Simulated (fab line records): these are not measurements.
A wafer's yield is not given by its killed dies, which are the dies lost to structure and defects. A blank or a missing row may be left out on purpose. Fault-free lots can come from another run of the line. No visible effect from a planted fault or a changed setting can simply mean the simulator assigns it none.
fab line records	flow n5-finfet
record lots=9	wafers=24	last-day=17
route steps=1938 shown BEOL_M4@1111 BEOL_M13@1699 BEOL_M14@1716 PASSIVATION@1936
lots that met no fault: from a run of the same line without faults
start-h: hours from the record's opening day to when the first of the lot's shown wafers began	wait-h: hours elapsed since this lot's preceding step	" same as the row above	L1.1+2: a single row standing in for several wafers	- either no value or no given start	* or withheld: withheld	< > ~ a bound
route shown NAME@n: a module of which the file shows steps, and the number in the route of the first	usual: the fault-free wafers' mean and standard deviation	same: alike in all rows	chamber/n: place in a boat	sites: readings site by site	_std_site: how widely they spread, as a standard deviation	_edge_site: outer sites' mean less inner sites'	radius-mm: how far each site lies from the wafer's centre	mask NAME#n: copy n	behind: the most recent tool/chamber to have shaped the wafer	hold: cause of the lot's hold/its duration in hours/its outcome	device: the transistor (n, p or np) that didn't switch	end of line: the tests these same wafers got at the end of their route	for a step that has no rows: nothing shown but its recipe	killed: not the wafer's yield, but the dies lost to structure and defects at the first sort	map: the dies of a wafer, with x for killed, . for not killed, _ for no die there
set.NAME: the setting as run; set.NAME@STEP: as run at that earlier step	model.NAME: the simulator's own value behind a step, which no gauge read
the route's steps for a sample of lots (tables are steps, rows are wafers)
services: a tool's chamber out of use, with start hour (start-h, from the record's first day; less than 0 if before it), hours out, and reason
## steps
# step N5_BEOL_M4_RC_MEAS_101
# usual DIBL_N=36.8/2.2	DIBL_P=37.0/2.8	IOFF_N=0.18/0.043	IOFF_P=0.23/0.05	ION_N=680/14	ION_P=466/9.1	SS_N=71.7/0.74	SS_P=73.5/0.79	VT_N=248/4	VT_P=-249/4.1
lot.wafer	tool	chamber	start-h	wait-h	DIBL_N[mV/V]	DIBL_P[mV/V]	IOFF_N[nA/um]	IOFF_P[nA/um]	ION_N[uA/um]	ION_P[uA/um]	SS_N[mV/dec]	SS_P[mV/dec]	VT_N[mV]	VT_P[mV]
L566.1	prober-01	0	169.07	0.0	39.6	41.3	0.29	0.36	715	484	72.7	74.8	238	-241
L566.3	"	0	"	"	35.4	36.2	0.17	0.22	691	470	71.5	73.3	247	-246
L566.5	"	0	"	"	37.8	39.6	0.23	0.32	696	480	72.1	74.0	243	-242
L569.1	prober-01	0	203.58	0.0	36.2	37.8	0.16	0.20	681	464	72.4	72.9	250	-251
L569.3	"	0	"	"	39.3	41.7	0.21	0.29	692	469	73.0	74.6	247	-248
L569.6	"	0	"	"	36.2	38.4	0.15	0.20	676	463	71.3	72.4	249	-251
L573.2	prober-01	0	230.98	0.2	36.7	37.0	0.18	0.25	681	472	71.6	73.8	246	-245
L573.4	"	0	"	"	36.1	36.3	0.17	0.24	673	471	72.1	73.8	249	-248
L573.5	"	0	"	"	35.3	35.5	0.14	0.24	662	462	71.9	73.0	253	-246
L577.1	prober-02	0	247.48	0.0	36.1	36.5	0.15	0.20	674	462	71.9	73.4	251	-251
L577.3	"	0	"	"	35.9	35.4	0.16	0.20	684	460	71.3	73.3	248	-251
L577.6	"	0	"	"	37.0	37.1	0.17	0.23	683	463	71.3	73.4	248	-248
L579.5	prober-01	0	253.88	0.6	35.7	34.9	0.14	0.23	666	467	71.9	73.1	251	-247
L579.6	"	0	"	"	35.5	34.5	0.14	0.22	657	460	71.1	72.6	252	-249
L581.2	prober-02	0	260.82	0.2	38.1	35.3	0.18	0.24	688	475	72.0	73.1	249	-246
L581.6	"	0	"	"	36.5	32.5	0.13	0.19	666	464	71.9	72.2	253	-252
L585.1	prober-01	0	291.49	0.0	37.4	36.0	0.18	0.20	687	459	71.9	73.4	249	-252
L585.3	"	0	"	"	39.8	41.2	0.25	0.31	707	480	73.3	74.3	244	-249
L585.4	"	0	"	"	38.5	37.6	0.21	0.23	683	460	72.8	73.8	247	-250
L586.1	prober-01	0	298.57	0.0	33.4	34.3	0.12	0.17	671	460	70.6	73.1	256	-255
L586.3	"	0	"	"	37.3	39.2	0.20	0.25	687	468	71.6	73.7	246	-250
L586.4	"	0	"	"	35.5	37.2	0.15	0.22	670	466	71.4	73.1	251	-250
L587.5	prober-02	0	299.52	0.6	36.7	37.9	0.20	0.26	686	474	72.2	73.6	243	-244
L587.6	"	0	"	"	37.7	40.2	0.22	0.31	701	487	72.3	74.8	242	-241
# step N5_BEOL_M13_STRIP_37
# recipe chemistry=N2/H2	power-w=1000	temp-c=250	h2-frac=0.65	overash-fraction=0.3	pressure-mtorr=withheld	n2-flow-sccm=1750	h2-flow-sccm=3250
# usual drypump-motor-current-A=5.68/0.057	heater-power-w=345/22	n2-flow-sccm=1750/5.2	oes-product-au=0.784/0.011
lot.wafer	tool	chamber	start-h	wait-h	drypump-motor-current-A	heater-power-w	n2-flow-sccm	oes-product-au	rf-hours-counter-h
L566.1	plasma-asher-01	1	240.08	0.0	5.60	328	1743	0.796	128
L566.3	"	1	"	"	5.62	324	1741	0.790	-
L566.5	"	1	"	"	5.60	329	1746	0.782	-
L569.1	plasma-asher-02	1	278.37	0.0	5.77	363	1747	0.797	67
L569.3	"	1	"	"	5.76	373	1736	0.766	-
L569.6	"	0	"	"	5.70	356	1754	0.777	-
L573.2	plasma-asher-01	1	302.05	0.1	5.61	328	1755	0.785	143
L573.4	"	0	"	"	5.65	317	1750	0.782	-
L573.5	"	0	"	"	5.64	321	1756	0.787	-
L577.1	plasma-asher-01	0	318.41	0.0	5.63	318	1750	0.769	148
L577.3	"	0	"	"	5.64	321	1751	0.789	-
L577.6	"	0	"	"	5.62	313	1750	0.771	-
L579.5	plasma-asher-01	0	321.66	0.1	5.60	313	1754	0.785	-
L579.6	"	1	"	"	5.64	324	1757	0.788	-
L581.2	plasma-asher-02	1	335.12	0.0	5.78	359	1745	0.775	80
L581.6	"	0	"	"	5.79	357	1749	0.793	-
L585.1	plasma-asher-02	1	363.07	0.0	5.74	367	1756	0.787	85
L585.3	"	0	"	"	5.70	366	1753	0.790	-
L585.4	"	1	"	"	5.72	355	1754	0.760	-
L586.1	plasma-asher-02	1	369.13	0.0	5.75	359	1751	0.785	86
L586.3	"	0	"	"	5.72	361	1759	0.790	-
L586.4	"	1	"	"	5.74	375	1752	0.790	-
L587.5	plasma-asher-02	1	369.49	0.1	5.73	354	1752	0.781	-
L587.6	"	0	"	"	5.68	368	1752	0.788	-
# step N5_BEOL_M13_ETCH_38
# recipe chemistry=CF4/N2	target=SiCN	target-depth-a=675	taper-deg=2	time-s=71.9	ion-energy-ev=150	mask-material=SiO2	pressure-mtorr=40	source-w=430	bias-w=70	Ar_flow_sccm=100	cf4-flow-sccm=60	n2-flow-sccm=60
# usual drypump-motor-current-A=5.8/0.4	n2-flow-sccm=59.97/0.19	oes-product-au=0.79/0.1	rf-vpp-V=382.4/1.7	showerhead-plenum-p-Torr=2.21/0.062	throttle-valve-pct=15.4/0.3
lot.wafer	tool	chamber	start-h	wait-h	drypump-motor-current-A	n2-flow-sccm	oes-product-au	rf-hours-counter-h	rf-vpp-V	showerhead-plenum-p-Torr	throttle-valve-pct
L566.1	rie-diel-02	0	241.34	-	5.9	60.18	0.97	6	382.9	2.24	15.0
L566.3	"	2	"	"	6.0	60.16	0.74	197	383.2	2.29	15.6
L566.5	"	0	"	"	5.9	59.57	0.98	-	383.4	2.24	15.1
L569.1	rie-diel-02	3	280.32	-	5.8	59.92	0.68	240	383.0	2.16	15.9
L569.3	"	1	"	"	5.7	60.17	0.69	221	378.7	2.11	15.8
L569.6	"	2	"	"	6.0	59.86	0.72	-	384.8	2.29	15.7
L573.2	rie-diel-01	0	303.68	-	5.1	60.02	0.71	220	383.8	2.28	15.5
L573.4	"	1	"	"	5.7	59.88	0.90	34	381.6	2.15	14.9
L573.5	"	1	"	"	5.6	60.10	0.89	-	381.0	2.15	14.9
L577.1	rie-diel-01	2	318.59	-	5.4	59.74	0.81	115	383.1	2.21	15.6
L577.3	"	1	"	"	5.6	60.00	0.89	38	382.2	2.14	15.0
L577.6	"	1	"	"	5.6	59.72	0.90	-	381.1	2.14	15.0
L579.5	rie-diel-01	3	325.76	-	6.3	60.00	0.94	-	379.4	2.16	15.1
L579.6	"	1	"	"	5.6	60.29	0.87	-	381.3	2.14	15.0
L581.2	rie-diel-01	3	336.57	-	6.3	59.81	0.95	19	382.1	2.16	15.1
L581.6	"	2	"	"	5.4	59.95	0.81	-	381.8	2.21	15.6
L585.1	rie-diel-02	1	364.26	-	5.7	60.18	0.68	248	379.0	2.10	15.9
L585.3	"	2	"	"	6.0	59.95	0.71	239	382.7	2.28	15.7
L585.4	"	2	"	"	6.0	59.88	0.70	-	383.8	2.28	15.7
L586.1	rie-diel-02	2	371.04	-	6.0	60.21	0.70	241	384.4	2.27	15.7
L586.3	"	3	"	"	5.8	60.01	0.96	5	380.7	2.15	15.4
L586.4	"	0	"	"	6.0	59.92	0.87	-	384.7	2.22	15.1
L587.5	rie-diel-02	0	373.49	-	5.9	60.18	0.87	-	384.2	2.22	15.1
L587.6	"	2	"	"	6.0	60.24	0.70	-	383.2	2.27	15.7
# step N5_BEOL_M13_CMP_49
# recipe stop-on=SiOC	t-overpolish-s=17.1	down-force-psi=1	platen-rpm=50	clearing-platen-down-force-psi=1.5	clearing-platen-rpm=50	post-cmp-clean=cu-alkaline	target-thk-nm=420	clearing-platen-pad-velocity-m-s=0.99484	pad-velocity-m-s=0.99484
# usual barrier-field-endpoint-s=30.0/1.1	clearing-platen-down-force-psi=1.5002/0.003	motor-current-A=5.7/0.41	overpolish-run-s=17.100/0.0082
lot.wafer	tool	chamber	start-h	wait-h	barrier-field-endpoint-s	clearing-platen-down-force-psi	motor-current-A	overpolish-run-s
L566.1	cmp-03	1	242.57	0.3	30.1	1.4988	6.1	17.113
L566.3	"	3	"	"	29.5	1.4995	5.6	17.104
L566.5	"	2	"	"	29.3	1.5040	5.3	17.101
L569.3	cmp-03	2	282.39	0.3	29.6	1.4962	5.3	17.102
L569.1	"	3	"	"	30.8	1.5005	5.4	17.106
L569.6	"	0	"	"	29.4	1.4977	5.8	17.099
L573.2	cmp-03	0	305.79	0.3	29.5	1.5016	5.9	17.112
L573.4	"	1	"	"	30.6	1.5000	5.8	17.108
L573.5	"	3	"	"	30.8	1.5002	5.5	17.085
L577.1	cmp-03	3	319.98	0.3	60.4	1.5028	5.8	1.183
L577.3	"	0	"	"	29.0	1.4962	6.0	17.101
L577.6	"	2	"	"	59.6	1.5064	5.2	1.962
L579.6	cmp-03	3	328.04	0.2	61.2	1.5003	6.0	0.415
L579.5	"	0	"	"	28.8	1.4977	6.2	17.106
L581.2	cmp-03	1	338.50	0.5	31.1	1.4973	5.5	17.107
L581.6	"	0	"	"	59.1	1.5049	6.1	2.450
L585.4	cmp-02	3	365.74	0.1	28.5	1.5005	5.7	17.116
L585.1	"	0	"	"	29.8	1.5003	5.4	17.094
L585.3	"	1	"	"	31.1	1.4996	6.1	17.109
L586.1	cmp-02	3	372.57	0.3	29.5	1.4961	5.8	17.118
L586.4	"	0	"	"	30.4	1.4984	5.5	17.099
L586.3	"	1	"	"	30.9	1.5042	6.1	17.106
L587.6	cmp-01	1	374.99	0.2	32.3	1.5041	6.5	17.100
L587.5	"	2	"	"	29.1	1.4976	5.1	17.104
# step N5_BEOL_M13_THK_MEAS_50
# recipe thk-meas-gauge=xrf	reads=Cu_of_BEOL_M13_ECD_47
# usual M13_THK=422/8.2
lot.wafer	tool	chamber	start-h	wait-h	M13_THK[nm]
L566.1	film-metro-02	-	242.86	-	441
L566.3	"	-	"	"	418
L566.5	"	-	"	"	442
L569.1	film-metro-01	-	282.61	-	413
L569.3	"	-	"	"	415
L569.6	"	-	"	"	414
L573.2	film-metro-01	-	306.01	-	416
L573.4	"	-	"	"	418
L573.5	"	-	"	"	419
L577.1	film-metro-01	-	320.24	-	832
L577.3	"	-	"	"	420
L577.6	"	-	"	"	845
L579.5	film-metro-01	-	328.19	-	412
L579.6	"	-	"	"	834
L581.2	film-metro-01	-	338.72	-	427
L581.6	"	-	"	"	778
L585.1	film-metro-02	-	366.03	-	413
L585.3	"	-	"	"	421
L585.4	"	-	"	"	409
L586.1	film-metro-02	-	372.83	-	418
L586.3	"	-	"	"	422
L586.4	"	-	"	"	416
L587.5	film-metro-02	-	375.13	-	428
L587.6	"	-	"	"	449
# step N5_BEOL_M13_INSPECT_55
# recipe inspect-instrument=darkfield	mode=post-dep
# usual raw-defect-count=70/24
lot.wafer	tool	chamber	start-h	wait-h	raw-defect-count
L566.1	defect-inspect-01	-	243.02	0.0	53
L566.3	"	-	"	"	90
L566.5	"	-	"	"	84
L569.1	defect-inspect-02	-	282.80	0.0	58
L569.3	"	-	"	"	64
L569.6	"	-	"	"	78
L573.2	defect-inspect-01	-	306.17	0.0	129
L573.4	"	-	"	"	146
L573.5	"	-	"	"	104
L577.1	defect-inspect-02	-	320.39	0.0	3115
L577.3	"	-	"	"	53
L577.6	"	-	"	"	3171
L579.5	defect-inspect-01	-	328.34	0.0	61
L579.6	"	-	"	"	3102
L581.2	defect-inspect-02	-	338.87	0.0	33
L581.6	"	-	"	"	3100
L585.1	defect-inspect-01	-	366.18	0.0	98
L585.3	"	-	"	"	65
L585.4	"	-	"	"	66
L586.1	defect-inspect-02	-	372.98	0.0	51
L586.3	"	-	"	"	52
L586.4	"	-	"	"	83
L587.5	defect-inspect-02	-	375.29	0.0	66
L587.6	"	-	"	"	65
# step N5_BEOL_M14_ILD_DEP_00
# recipe material=SiO2	target-thk-a=11193	temp-c=400	precursor=TEOS/O2	pressure-torr=6.5	rf-w=900	teos-flow-sccm=161.4	gas=O2	flow-sccm=2650	time-s=237.4
# usual chamber-pressure-Torr=6.501/0.014	heater-power-w=511/100	showerhead-plenum-p-Torr=8.354/0.022	throttle-valve-pct=19.0/1.1
lot.wafer	tool	chamber	start-h	wait-h	chamber-pressure-Torr	heater-power-w	showerhead-plenum-p-Torr	throttle-valve-pct
L566.1	pecvd-03	2	243.06	0.0	6.509	647	8.344	17.4
L566.3	"	1	"	"	6.500	293	8.353	19.1
L566.5	"	1	"	"	6.503	366	8.360	18.7
L569.1	pecvd-01	2	282.83	0.0	6.489	586	8.386	18.0
L569.3	"	1	"	"	6.498	748	8.371	19.1
L569.6	"	2	"	"	6.475	441	8.390	18.1
L573.2	pecvd-04	2	306.20	0.0	6.475	537	8.326	16.6
L573.4	"	0	"	"	6.534	491	8.386	19.8
L573.5	"	1	"	"	6.481	418	8.330	19.9
L577.3	pecvd-03	2	320.43	0.0	6.509	636	8.353	17.8
L579.5	pecvd-01	1	328.49	0.1	6.487	593	8.352	19.4
L581.2	pecvd-03	1	338.91	0.0	6.480	389	8.365	18.9
L585.1	pecvd-01	1	366.22	0.0	6.501	681	8.347	19.2
L585.3	"	0	"	"	6.502	638	8.370	20.1
L585.4	"	0	"	"	6.478	690	8.414	19.9
L586.1	pecvd-04	0	373.02	0.0	6.505	447	8.386	20.0
L586.3	"	1	"	"	6.516	486	8.343	19.8
L586.4	"	2	"	"	6.483	595	8.351	16.7
L587.5	pecvd-03	2	375.40	0.1	6.487	669	8.354	18.0
L587.6	"	1	"	"	6.510	297	8.326	19.1
# step N5_PASSIVATION_PROBE_49
# usual defect-limited-yield=91.4/1.5	killed_at_M0_to_M3=36/11	killed_at_M4_up=14/6	killed-at-contacts=11/6	killed-at-front-end=37/11	killed-at-other=4/3.4	killed-dies=102/18	killed-on-rim=13/3.5	killed-open=66/13	killed-short=34/7.8	sort_bin_4_leakage=0.00/0.017	sort_bin_5_function=5.0/0.97	sort_bin_6_memory=3.2/0.7	sort_bin_8_speed=0.0/0.38	sort-n-pass=1078/19	sort-yield-pct=91.3/1.6
# same gross-dies=1180	killed-at-back-side=0
lot.wafer	tool	chamber	start-h	wait-h	defect-limited-yield[%]	killed_at_M0_to_M3	killed_at_M4_up	killed-at-contacts	killed-at-front-end	killed-at-other	killed-dies	killed-on-rim	killed-open	killed-short	sort_bin_4_leakage[%]	sort_bin_5_function[%]	sort_bin_6_memory[%]	sort_bin_8_speed[%]	sort-n-pass	sort-yield-pct[%]
L569.1	prober-01	-	309.49	0.0	93.7	28	9	7	26	4	74	11	48	24	0	3.0	3.0	0	1106	93.7
L569.3	prober-01	-	309.59	0.1	93.8	37	5	9	18	4	73	9	46	25	0.08	3.9	2.1	0	1106	93.7
L569.6	prober-01	-	309.74	0.3	92.1	39	7	8	36	3	93	15	55	36	0	4.4	3.2	0	1087	92.1
L573.2	prober-02	-	332.48	0.1	93.2	39	6	9	25	1	80	9	51	28	0	3.5	3.1	0	1100	93.2
L573.4	prober-02	-	332.58	0.2	91.5	52	15	7	21	5	100	12	68	31	0	5.0	3.3	0	1080	91.5
L573.5	prober-02	-	332.63	0.2	93.1	42	8	8	21	3	82	6	59	20	0	4.2	2.6	0	1098	93.1
L577.1	prober-02	-	349.82	0.9	0	27	1117	4	31	1	1180	152	45	30	0	3.3	2.7	0	0	0
L577.3	prober-02	-	349.92	1.0	90.8	31	13	21	41	2	108	16	65	43	0	5.3	3.5	0	1072	90.8
L577.6	prober-02	-	350.07	1.1	0	35	1092	7	44	2	1180	152	83	33	0	6.0	3.6	0	0	0
L579.5	prober-02	-	353.14	0.2	90.4	47	16	9	33	8	113	14	76	37	0	5.8	3.6	0	1067	90.4
L579.6	prober-02	-	353.19	0.3	0	49	1105	11	12	3	1180	152	61	30	0	4.1	3.1	0	0	0
L581.2	prober-01	-	363.62	0.1	91.3	42	17	7	34	3	103	14	55	45	0	5.4	2.9	0	1077	91.3
L581.6	prober-01	-	363.82	0.3	0	31	1094	16	37	2	1180	152	58	38	0	4.7	3.1	0	0	0
L587.5	prober-01	-	401.26	0.2	91.3	39	15	3	45	1	103	15	62	40	0	5.4	3.1	0	1077	91.3
L587.6	prober-01	-	401.31	0.3	89.4	64	8	7	46	0	125	13	72	51	0	5.8	4.2	0	1055	89.4
# killed by level:class
L569.1 DUMMY_GATE:geometric-particle:open=7 BEOL_M1:geometric-particle:open=6 BEOL_M2:geometric-particle:open=6 BEOL_M3:geometric-particle:open=5 MOL_CONTACT_COAG:geometric-particle:short=4 BEOL_M0_SAQP:geometric-particle:short=4 FIN_SAQP:geometric-particle:short=3 STI_FIN_REVEAL:geometric-particle:open=3
L569.3 MOL_CONTACT_COAG:geometric-particle:open=8 BEOL_M0_SAQP:geometric-particle:short=8 BEOL_M3:geometric-particle:open=8 BEOL_M0_SAQP:geometric-particle:open=7 BEOL_M1:geometric-particle:open=4 BEOL_M2:geometric-particle:open=4 FIN_SAQP:geometric-particle:short=3 GATE_CUT:geometric-particle:short=3
L569.6 BEOL_M2:geometric-particle:open=12 BEOL_M0_SAQP:geometric-particle:short=8 FIN_SAQP:geometric-particle:short=7 MOL_CONTACT_COAG:geometric-particle:open=6 BEOL_M1:geometric-particle:open=6 STARTING-WAFER:geometric-particle:short=6 DUMMY_GATE:geometric-particle:open=5 GATE_CUT:geometric-particle:short=5
L573.2 BEOL_M3:geometric-particle:open=13 BEOL_M0_SAQP:geometric-particle:short=9 MOL_CONTACT_COAG:geometric-particle:open=8 BEOL_M0_SAQP:geometric-particle:open=7 GATE_CUT:geometric-particle:short=5 GATE_CUT:geometric-particle:open=3 BEOL_M0:geometric-particle:open=3 BEOL_M4:geometric-particle:open=3
L573.4 BEOL_M0_SAQP:geometric-particle:open=13 BEOL_M0_SAQP:geometric-particle:short=12 MOL_CONTACT_COAG:geometric-particle:open=7 FIN_SAQP:geometric-particle:open=6 BEOL_M1:geometric-particle:open=6 BEOL_M2:geometric-particle:open=6 FIN_SAQP:geometric-particle:short=5 BEOL_M0:geometric-particle:open=4
L573.5 BEOL_M0_SAQP:geometric-particle:open=15 BEOL_M0_SAQP:geometric-particle:short=8 BEOL_M3:geometric-particle:open=8 MOL_CONTACT_COAG:geometric-particle:open=6 BEOL_M0:geometric-particle:open=4 STARTING-WAFER:geometric-particle:open=4 DUMMY_GATE:geometric-particle:open=3 FIN_SAQP:geometric-particle:open=2
L577.1 BEOL_M13:area-cmp=1104 FIN_SAQP:geometric-particle:short=6 STI_FIN_REVEAL:geometric-particle:open=6 BEOL_M0_SAQP:geometric-particle:open=6 GATE_CUT:geometric-particle:short=6 BEOL_M1:geometric-particle:open=6 BEOL_M3:geometric-particle:open=5 FIN_SAQP:geometric-particle:open=4
L577.3 MOL_CONTACT_COAG:geometric-particle:open=14 FIN_SAQP:geometric-particle:short=13 BEOL_M0_SAQP:geometric-particle:open=10 STI_FIN_REVEAL:geometric-particle:open=8 MOL_CONTACT_COAG:geometric-particle:short=7 BEOL_M4:geometric-particle:open=7 FIN_SAQP:geometric-particle:open=5 BEOL_M0_SAQP:geometric-particle:short=5
L577.6 BEOL_M13:area-cmp=1064 BEOL_M4:geometric-particle:open=19 STI_FIN_REVEAL:geometric-particle:open=11 FIN_SAQP:geometric-particle:open=10 BEOL_M1:geometric-particle:open=8 BEOL_M2:geometric-particle:open=7 FIN_SAQP:geometric-particle:short=6 MOL_CONTACT_COAG:geometric-particle:open=5
L579.5 BEOL_M2:geometric-particle:open=13 STI_FIN_REVEAL:geometric-particle:open=12 BEOL_M0_SAQP:geometric-particle:short=10 MOL_CONTACT_COAG:geometric-particle:open=8 BEOL_M0_SAQP:geometric-particle:open=7 BEOL_M3:geometric-particle:open=7 FIN_SAQP:geometric-particle:short=5 GATE_CUT:geometric-particle:short=5
L579.6 BEOL_M13:area-cmp=1089 BEOL_M0_SAQP:geometric-particle:short=12 BEOL_M2:geometric-particle:open=10 MOL_CONTACT_COAG:geometric-particle:open=8 BEOL_M0_SAQP:geometric-particle:open=8 BEOL_M1:geometric-particle:open=8 BEOL_M5:geometric-particle:open=6 BEOL_M3:geometric-particle:open=4
L581.2 BEOL_M1:geometric-particle:open=13 GATE_CUT:geometric-particle:short=8 BEOL_M4:geometric-particle:short=8 GATE_CUT:geometric-particle:open=7 BEOL_M0_SAQP:geometric-particle:short=7 BEOL_M0_SAQP:geometric-particle:open=6 MOL_CONTACT_COAG:geometric-particle:open=5 BEOL_M1:geometric-particle:short=5
L581.6 BEOL_M13:area-cmp=1084 MOL_CONTACT_COAG:geometric-particle:open=11 GATE_CUT:geometric-particle:short=8 BEOL_M3:geometric-particle:open=8 STI_FIN_REVEAL:geometric-particle:open=7 BEOL_M0_SAQP:geometric-particle:open=6 MOL_CONTACT_COAG:geometric-particle:short=5 BEOL_M0_SAQP:geometric-particle:short=4
L587.5 FIN_SAQP:geometric-particle:short=9 BEOL_M0_SAQP:geometric-particle:short=8 BEOL_M0_SAQP:geometric-particle:open=8 BEOL_M2:geometric-particle:open=8 ILD0:geometric-particle:short=6 STARTING-WAFER:geometric-particle:open=6 FIN_SAQP:geometric-particle:open=5 STI_FIN_REVEAL:geometric-particle:open=5
L587.6 BEOL_M0_SAQP:geometric-particle:short=23 FIN_SAQP:geometric-particle:short=14 BEOL_M0_SAQP:geometric-particle:open=14 FIN_SAQP:geometric-particle:open=9 BEOL_M1:geometric-particle:open=9 DUMMY_GATE:geometric-particle:open=8 BEOL_M2:geometric-particle:open=7 MOL_CONTACT_COAG:geometric-particle:open=6
## services
tool	chamber	start-h	hours	kind
cmp-03	-	218.71	1.1	repair
cmp-03	-	221.52	5.1	pm
plasma-asher-02	-	237.20	17.1	pm
cmp-02	-	244.28	4.8	pm
plasma-asher-01	-	254.64	2.8	pm
cmp-02	-	256.68	4.0	pm
cmp-03	-	267.36	0.8	repair
pecvd-04	2	272.32	2.5	repair
pecvd-03	1	275.80	7.2	repair
cmp-02	-	292.57	1.2	repair
pecvd-01	2	298.12	1.9	repair
pecvd-01	-	301.37	14.6	pm
pecvd-03	-	308.30	0.8	pm
rie-diel-02	1	311.81	7.9	repair
rie-diel-02	3	314.33	6.4	repair
plasma-asher-01	-	333.34	2.2	repair
rie-diel-01	2	344.05	3.6	repair
pecvd-01	1	348.44	6.4	repair
rie-diel-02	3	358.48	9.0	repair
pecvd-04	0	363.60	6.3	repair
pecvd-03	-	364.88	2.7	repair
plasma-asher-01	-	366.77	15.6	pm
pecvd-01	-	367.18	0.7	repair
rie-diel-01	3	371.86	5.6	repair
## key
first-sign step=N5_BEOL_M13_CMP_49	reading=overpolish-run-s	direction=down	sigmas=99+	usual=17.100	struck=1.502
effect step=N5_BEOL_M13_CMP_49	reading=barrier-field-endpoint-s	direction=up	sigmas=27	usual=30.0	struck=60.1
effect step=N5_BEOL_M13_THK_MEAS_50	reading=M13_THK	direction=up	sigmas=49	usual=422	struck=822
effect step=N5_BEOL_M13_INSPECT_55	reading=raw-defect-count	direction=up	sigmas=99+	usual=70	struck=3122
effect step=N5_PASSIVATION_PROBE_49	reading=killed_at_M4_up	direction=up	sigmas=99+	usual=14	struck=1102
more-kills-born-at N5_BEOL_M13_CMP_49@cmp-03=4341
met-at N5_BEOL_M13_CMP_49
struck-lots L577,L579,L581
struck-wafers L577.1,L577.6,L579.6,L581.6
later-rows-left-out L577.1,L577.6,L579.6,L581.6
not-acting-at N5_BEOL_M13_STRIP_37,N5_BEOL_M13_ETCH_38,N5_BEOL_M14_ILD_DEP_00
onset-between 305.79 319.98
fault kind=process-parameter-drift	tool=cmp-03	chamber=-	onset-h=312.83	steps=N5_BEOL_M13_CMP_49	channel=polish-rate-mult	offset=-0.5	shape=step	end-h=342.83	scope=struck-wafers-only
# later-rows-left-out: the simulator's readings of these wafers behind a module that went badly wrong aren't trusted and aren't shown, but for the sort
